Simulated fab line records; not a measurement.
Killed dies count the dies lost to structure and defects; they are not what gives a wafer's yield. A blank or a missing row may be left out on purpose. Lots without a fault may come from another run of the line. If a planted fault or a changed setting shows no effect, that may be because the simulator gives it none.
The tool behind it: which one? :: flow n5 finfet :: Sampling: 8 lots, 24 wafers, 6 of 1938 route steps

WHAT THE GAUGES READ, wafer by wafer
N5_BEOL_M2_INSPECT_30: inspects for defects (brightfield).
lot: L405
measured: day 6 20:34
on: defect inspect-02
raw defect count: 282 309 216

lot: L406
measured: day 6 22:36
on: defect inspect-02
raw defect count: 552 405 319

lot: L408
measured: day 7 17:10
on: defect inspect-01
raw defect count: 328 397 289

lot: L415
measured: day 9 16:01
on: defect inspect-02
raw defect count: 1606 1554 1602

lot: L416
measured: day 9 16:25
on: defect inspect-02
raw defect count: 1577 1639 1757

lot: L420
measured: day 10 16:31
on: defect inspect-01
raw defect count: 282 305 429

lot: L425
measured: day 12 06:56
on: defect inspect-01
raw defect count: 457 305 437

lot: L427
measured: day 12 16:05
on: defect inspect-01
raw defect count: 320 384 332

N5_BEOL_M4_RC_MEAS_101.
lot: L405
measured: day 8 09:23
on: prober-02
DIBL_N (mV/V): 39.1 42.8 39.8
DIBL_P (mV/V): 41.0 44.9 39.7
IOFF_N (nA/um): 0.19 0.27 0.20
IOFF_P (nA/um): 0.25 0.32 0.21
ION_N (uA/um): 673 691 665
ION_P (uA/um): 457 466 449
SS_N (mV/dec): 72.4 72.8 72.5
SS_P (mV/dec): 73.9 75.0 73.8
VT_N (mV): 251 246 248
VT_P (mV): -250 -248 -252

lot: L406
measured: day 8 06:40
on: prober-01
DIBL_N (mV/V): 35.9 36.8 33.4
DIBL_P (mV/V): 36.2 37.7 33.5
IOFF_N (nA/um): 0.15 0.17 0.12
IOFF_P (nA/um): 0.18 0.21 0.15
ION_N (uA/um): 662 678 659
ION_P (uA/um): 449 462 454
SS_N (mV/dec): 71.2 71.3 70.8
SS_P (mV/dec): 73.6 73.8 73.1
VT_N (mV): 251 250 251
VT_P (mV): -252 -249 -253

lot: L408
measured: day 8 22:14
on: prober-01
DIBL_N (mV/V): 34.4 32.4 35.2
DIBL_P (mV/V): 35.5 31.9 36.7
IOFF_N (nA/um): 0.13 0.10 0.15
IOFF_P (nA/um): 0.21 0.16 0.22
ION_N (uA/um): 640 650 673
ION_P (uA/um): 448 450 462
SS_N (mV/dec): 71.0 69.9 70.7
SS_P (mV/dec): 73.1 72.2 72.9
VT_N (mV): 254 256 248
VT_P (mV): -250 -253 -248

lot: L415
measured: day 10 15:40
on: prober-01
DIBL_N (mV/V): 33.7 37.2 32.1
DIBL_P (mV/V): 33.7 38.4 33.1
IOFF_N (nA/um): 0.13 0.19 0.12
IOFF_P (nA/um): 0.16 0.22 0.15
ION_N (uA/um): 653 676 669
ION_P (uA/um): 448 457 455
SS_N (mV/dec): 72.3 72.1 70.9
SS_P (mV/dec): 72.8 73.9 72.4
VT_N (mV): 253 248 254
VT_P (mV): -254 -250 -255

lot: L416
measured: day 10 20:03
on: prober-01
DIBL_N (mV/V): 37.7 36.1 38.8
DIBL_P (mV/V): 36.5 35.0 37.2
IOFF_N (nA/um): 0.17 0.15 0.21
IOFF_P (nA/um): 0.21 0.20 0.25
ION_N (uA/um): 657 664 681
ION_P (uA/um): 454 457 464
SS_N (mV/dec): 72.8 71.1 72.5
SS_P (mV/dec): 74.1 73.9 74.4
VT_N (mV): 248 248 245
VT_P (mV): -252 -251 -251

lot: L420
measured: day 12 15:23
on: prober-01
DIBL_N (mV/V): 38.5 34.5 37.0
DIBL_P (mV/V): 37.5 32.4 36.0
IOFF_N (nA/um): 0.20 0.12 0.15
IOFF_P (nA/um): 0.24 0.15 0.21
ION_N (uA/um): 675 657 662
ION_P (uA/um): 458 453 451
SS_N (mV/dec): 72.3 70.6 71.0
SS_P (mV/dec): 73.6 73.1 73.9
VT_N (mV): 247 256 250
VT_P (mV): -248 -257 -251

lot: L425
measured: day 13 12:19
on: prober-02
DIBL_N (mV/V): 35.4 37.1 35.8
DIBL_P (mV/V): 36.3 36.9 36.5
IOFF_N (nA/um): 0.14 0.15 0.14
IOFF_P (nA/um): 0.18 0.18 0.18
ION_N (uA/um): 678 657 663
ION_P (uA/um): 464 441 458
SS_N (mV/dec): 70.8 71.9 71.3
SS_P (mV/dec): 73.9 73.3 73.5
VT_N (mV): 252 253 250
VT_P (mV): -254 -256 -256

lot: L427
measured: day 14 01:40
on: prober-01
DIBL_N (mV/V): 36.2 37.2 38.3
DIBL_P (mV/V): 36.3 37.4 38.5
IOFF_N (nA/um): 0.15 0.18 0.20
IOFF_P (nA/um): 0.22 0.22 0.26
ION_N (uA/um): 688 674 703
ION_P (uA/um): 473 459 484
SS_N (mV/dec): 71.5 72.4 71.7
SS_P (mV/dec): 73.5 74.0 73.7
VT_N (mV): 248 249 243
VT_P (mV): -250 -252 -248

WHICH TOOL RAN EACH LOT (tool, then ch and the chambers of the sampled wafers, then the start)
lot: L405
N5_BEOL_M2_ETCH_64: rie diel-02 ch 0,3, day 6 19:40
N5_BEOL_M2_STRIP_66: rie diel-02 ch 0,3, day 6 19:48
N5_BEOL_M2_ETCH_77: rie diel-02 ch 0,2,3, day 6 20:41
N5_BEOL_M2_ETCH_69: rie diel-02 ch 0,2,3, day 6 20:42

lot: L406
N5_BEOL_M2_ETCH_64: rie diel-02 ch 0,3, day 6 21:49
N5_BEOL_M2_STRIP_66: rie diel-02 ch 0,3, day 6 21:57
N5_BEOL_M2_ETCH_77: rie diel-04 ch 0,1,3, day 6 22:40
N5_BEOL_M2_ETCH_69: rie diel-04 ch 0,1,3, day 6 22:41

lot: L408
N5_BEOL_M2_ETCH_64: rie diel-04 ch 0,2, day 7 16:17
N5_BEOL_M2_STRIP_66: rie diel-04 ch 0,2, day 7 16:25
N5_BEOL_M2_ETCH_77: rie diel-05 ch 1,2,3, day 7 17:14
N5_BEOL_M2_ETCH_69: rie diel-05 ch 1,2,3, day 7 17:15

lot: L415
N5_BEOL_M2_ETCH_64: rie diel-02 ch 0,1,3, day 9 15:10
N5_BEOL_M2_STRIP_66: rie diel-02 ch 0,1,3, day 9 15:15
N5_BEOL_M2_ETCH_77: rie diel-02 ch 0,1,3, day 9 16:05
N5_BEOL_M2_ETCH_69: rie diel-02 ch 0,1,3, day 9 16:07

lot: L416
N5_BEOL_M2_ETCH_64: rie diel-02 ch 0,1, day 9 15:31
N5_BEOL_M2_STRIP_66: rie diel-02 ch 0,1, day 9 15:39
N5_BEOL_M2_ETCH_77: rie diel-02 ch 1,3, day 9 16:29
N5_BEOL_M2_ETCH_69: rie diel-02 ch 1,3, day 9 16:29

lot: L420
N5_BEOL_M2_ETCH_64: rie diel-04 ch 0,2,3, day 10 15:37
N5_BEOL_M2_STRIP_66: rie diel-04 ch 0,2,3, day 10 15:45
N5_BEOL_M2_ETCH_77: rie diel-02 ch 0,2, day 10 17:05
N5_BEOL_M2_ETCH_69: rie diel-02 ch 0,2, day 10 17:06

lot: L425
N5_BEOL_M2_ETCH_64: rie diel-05 ch 0,2,3, day 12 06:02
N5_BEOL_M2_STRIP_66: rie diel-05 ch 0,2,3, day 12 06:10
N5_BEOL_M2_ETCH_77: rie diel-02 ch 1,2, day 12 07:00
N5_BEOL_M2_ETCH_69: rie diel-02 ch 1,2, day 12 07:01

lot: L427
N5_BEOL_M2_ETCH_64: rie diel-05 ch 0,3, day 12 15:11
N5_BEOL_M2_STRIP_66: rie diel-05 ch 0,3, day 12 15:20
N5_BEOL_M2_ETCH_77: rie diel-02 ch 1,2,3, day 12 16:09
N5_BEOL_M2_ETCH_69: rie diel-02 ch 1,2,3, day 12 16:10
- N5_BEOL_M2_ETCH_64: etches SOC in N2/H2, target depth 75 nm, overetch 22.5 nm, time 121.9 s.
- N5_BEOL_M2_STRIP_66: strips in CF4.
- N5_BEOL_M2_ETCH_77: etches underlayer in N2/H2, target depth 6.5 nm, time 5.2 s.
- N5_BEOL_M2_ETCH_69: etches SiARC in CF4, target depth 15.6 nm, time 26 s.

AS READ BY THE TOOLS THEMSELVES (means over the sampled wafers that have a number; for cases with no such wafer, the mark the record gives instead)
N5_BEOL_M2_ETCH_64.
lot: L405
tool: rie diel-02
drypump motor current A (A): 6.3
oes product au (a.u.): 0.53
rf vpp V (V): 521.6
showerhead plenum p Torr (Torr): 2.46
throttle valve pct (%): 17.73

lot: L406
tool: rie diel-02
drypump motor current A (A): 6.4
oes product au (a.u.): 0.53
rf vpp V (V): 522.5
showerhead plenum p Torr (Torr): 2.50
throttle valve pct (%): 17.76

lot: L408
tool: rie diel-04
drypump motor current A (A): 5.5
oes product au (a.u.): 0.62
rf vpp V (V): 525.9
showerhead plenum p Torr (Torr): 2.66
throttle valve pct (%): 18.03

lot: L415
tool: rie diel-02
drypump motor current A (A): 6.2
oes product au (a.u.): 0.58
rf vpp V (V): 522.5
showerhead plenum p Torr (Torr): 2.52
throttle valve pct (%): 17.74

lot: L416
tool: rie diel-02
drypump motor current A (A): 6.0
oes product au (a.u.): 0.64
rf vpp V (V): 523.8
showerhead plenum p Torr (Torr): 2.55
throttle valve pct (%): 17.68

lot: L420
tool: rie diel-04
drypump motor current A (A): 5.6
oes product au (a.u.): 0.60
rf vpp V (V): 524.5
showerhead plenum p Torr (Torr): 2.57
throttle valve pct (%): 17.87

lot: L425
tool: rie diel-05
drypump motor current A (A): 5.4
oes product au (a.u.): 0.62
rf vpp V (V): 521.4
showerhead plenum p Torr (Torr): 2.47
throttle valve pct (%): 17.74

lot: L427
tool: rie diel-05
drypump motor current A (A): 5.4
oes product au (a.u.): 0.65
rf vpp V (V): 523.3
showerhead plenum p Torr (Torr): 2.52
throttle valve pct (%): 17.84

N5_BEOL_M2_STRIP_66.
lot: L405
tool: rie diel-02
drypump motor current A (A): 6.3
oes product au (a.u.): 0.70
rf vpp V (V): 269.7
showerhead plenum p Torr (Torr): 1.72
throttle valve pct (%): 13.41

lot: L406
tool: rie diel-02
drypump motor current A (A): 6.4
oes product au (a.u.): 0.70
rf vpp V (V): 269.9
showerhead plenum p Torr (Torr): 1.74
throttle valve pct (%): 13.34

lot: L408
tool: rie diel-04
drypump motor current A (A): 5.5
oes product au (a.u.): 0.80
rf vpp V (V): 272.9
showerhead plenum p Torr (Torr): 1.87
throttle valve pct (%): 13.68

lot: L415
tool: rie diel-02
drypump motor current A (A): 6.2
oes product au (a.u.): 0.76
rf vpp V (V): 270.9
showerhead plenum p Torr (Torr): 1.76
throttle valve pct (%): 13.31

lot: L416
tool: rie diel-02
drypump motor current A (A): 6.0
oes product au (a.u.): 0.82
rf vpp V (V): 271.3
showerhead plenum p Torr (Torr): 1.78
throttle valve pct (%): 13.22

lot: L420
tool: rie diel-04
drypump motor current A (A): 5.6
oes product au (a.u.): 0.79
rf vpp V (V): 270.7
showerhead plenum p Torr (Torr): 1.81
throttle valve pct (%): 13.59

lot: L425
tool: rie diel-05
drypump motor current A (A): 5.4
oes product au (a.u.): 0.80
rf vpp V (V): 270.3
showerhead plenum p Torr (Torr): 1.75
throttle valve pct (%): 13.48

lot: L427
tool: rie diel-05
drypump motor current A (A): 5.4
oes product au (a.u.): 0.85
rf vpp V (V): 271.1
showerhead plenum p Torr (Torr): 1.78
throttle valve pct (%): 13.49

N5_BEOL_M2_ETCH_77.
lot: L405
tool: rie diel-02
drypump motor current A (A): 6.1
etch rf on time s (s): 5.36
oes product au (a.u.): 0.59
rf vpp V (V): 523.1
showerhead plenum p Torr (Torr): 2.50
throttle valve pct (%): 17.90

lot: L406
tool: rie diel-04
drypump motor current A (A): 5.7
etch rf on time s (s): 5.17
oes product au (a.u.): 0.73
rf vpp V (V): 526.6
showerhead plenum p Torr (Torr): 2.61
throttle valve pct (%): 17.62

lot: L408
tool: rie diel-05
drypump motor current A (A): 5.7
etch rf on time s (s): 5.28
oes product au (a.u.): 0.68
rf vpp V (V): 522.3
showerhead plenum p Torr (Torr): 2.49
throttle valve pct (%): 17.88

lot: L415
tool: rie diel-02
drypump motor current A (A): 6.3
etch rf on time s (s): 5.43
oes product au (a.u.): 0.64
rf vpp V (V): 523.4
showerhead plenum p Torr (Torr): 2.52
throttle valve pct (%): 17.78

lot: L416
tool: rie diel-02
drypump motor current A (A): 6.3
etch rf on time s (s): 5.53
oes product au (a.u.): 0.63
rf vpp V (V): 523.6
showerhead plenum p Torr (Torr): 2.55
throttle valve pct (%): 17.78

lot: L420
tool: rie diel-02
drypump motor current A (A): 5.9
etch rf on time s (s): 5.24
oes product au (a.u.): 0.65
rf vpp V (V): 521.3
showerhead plenum p Torr (Torr): 2.45
throttle valve pct (%): 17.79

lot: L425
tool: rie diel-02
drypump motor current A (A): 5.8
etch rf on time s (s): 5.47
oes product au (a.u.): 0.74
rf vpp V (V): 524.4
showerhead plenum p Torr (Torr): 2.57
throttle valve pct (%): 17.72

lot: L427
tool: rie diel-02
drypump motor current A (A): 6.0
etch rf on time s (s): 5.57
oes product au (a.u.): 0.67
rf vpp V (V): 523.0
showerhead plenum p Torr (Torr): 2.54
throttle valve pct (%): 17.79

N5_BEOL_M2_ETCH_69.
lot: L405
tool: rie diel-02
drypump motor current A (A): 6.1
etch rf on time s (s): 26.6
oes product au (a.u.): 0.60
rf vpp V (V): 184.2
showerhead plenum p Torr (Torr): 2.10
throttle valve pct (%): 15.55

lot: L406
tool: rie diel-04
drypump motor current A (A): 5.7
etch rf on time s (s): 26.1
oes product au (a.u.): 0.74
rf vpp V (V): 185.0
showerhead plenum p Torr (Torr): 2.20
throttle valve pct (%): 15.39

lot: L408
tool: rie diel-05
drypump motor current A (A): 5.7
etch rf on time s (s): 26.3
oes product au (a.u.): 0.69
rf vpp V (V): 183.6
showerhead plenum p Torr (Torr): 2.11
throttle valve pct (%): 15.65

lot: L415
tool: rie diel-02
drypump motor current A (A): 6.2
etch rf on time s (s): 26.9
oes product au (a.u.): 0.64
rf vpp V (V): 183.7
showerhead plenum p Torr (Torr): 2.11
throttle valve pct (%): 15.34

lot: L416
tool: rie diel-02
drypump motor current A (A): 6.3
etch rf on time s (s): 27.3
oes product au (a.u.): 0.64
rf vpp V (V): 183.6
showerhead plenum p Torr (Torr): 2.13
throttle valve pct (%): 15.30

lot: L420
tool: rie diel-02
drypump motor current A (A): 5.9
etch rf on time s (s): 26.0
oes product au (a.u.): 0.66
rf vpp V (V): 182.1
showerhead plenum p Torr (Torr): 2.06
throttle valve pct (%): 15.50

lot: L425
tool: rie diel-02
drypump motor current A (A): 5.8
etch rf on time s (s): 27.5
oes product au (a.u.): 0.74
rf vpp V (V): 184.1
showerhead plenum p Torr (Torr): 2.14
throttle valve pct (%): 15.25

lot: L427
tool: rie diel-02
drypump motor current A (A): 6.0
etch rf on time s (s): 27.0
oes product au (a.u.): 0.68
rf vpp V (V): 184.3
showerhead plenum p Torr (Torr): 2.12
throttle valve pct (%): 15.34

THE ANSWER, worked out from the rows above alone
Rule: the usual values come from the lots themselves. The widest of any qualifying gaps counts: lots, ordered by their means at a reading, are off when they make up no more than a third of the lots, leave a main group of 4 or more, and stand apart from it by 3 or more times the standard deviation of that group's means. Not used: any main group whose means are identical at the precision the tables above print for the reading. A lot without any number at a reading at which 4 lots or more have one is off too. All remaining lots with rows at the step are treated as sound. First the gauges in route order, then the tools' own readings, where a lot's mean is used as printed above. At the first step where some lot is off, the reading lying furthest off is the one used; lots without a number count as furthest.
Off: L415, L416 (N5_BEOL_M2_INSPECT_30, raw defect count). Main group: mean 353, sd 50.
A tool fits if, at a process step before that reading, it ran every lot that is off, and no sound lot after the first of them. The gauges at N5_BEOL_M2_INSPECT_30 are tried like those tools. Undecided on this evidence; 2 tools fit (rie diel-02 at N5_BEOL_M2_ETCH_64 and N5_BEOL_M2_STRIP_66, defect inspect-02 at N5_BEOL_M2_INSPECT_30).

WHAT THE SIMULATOR PUT IN
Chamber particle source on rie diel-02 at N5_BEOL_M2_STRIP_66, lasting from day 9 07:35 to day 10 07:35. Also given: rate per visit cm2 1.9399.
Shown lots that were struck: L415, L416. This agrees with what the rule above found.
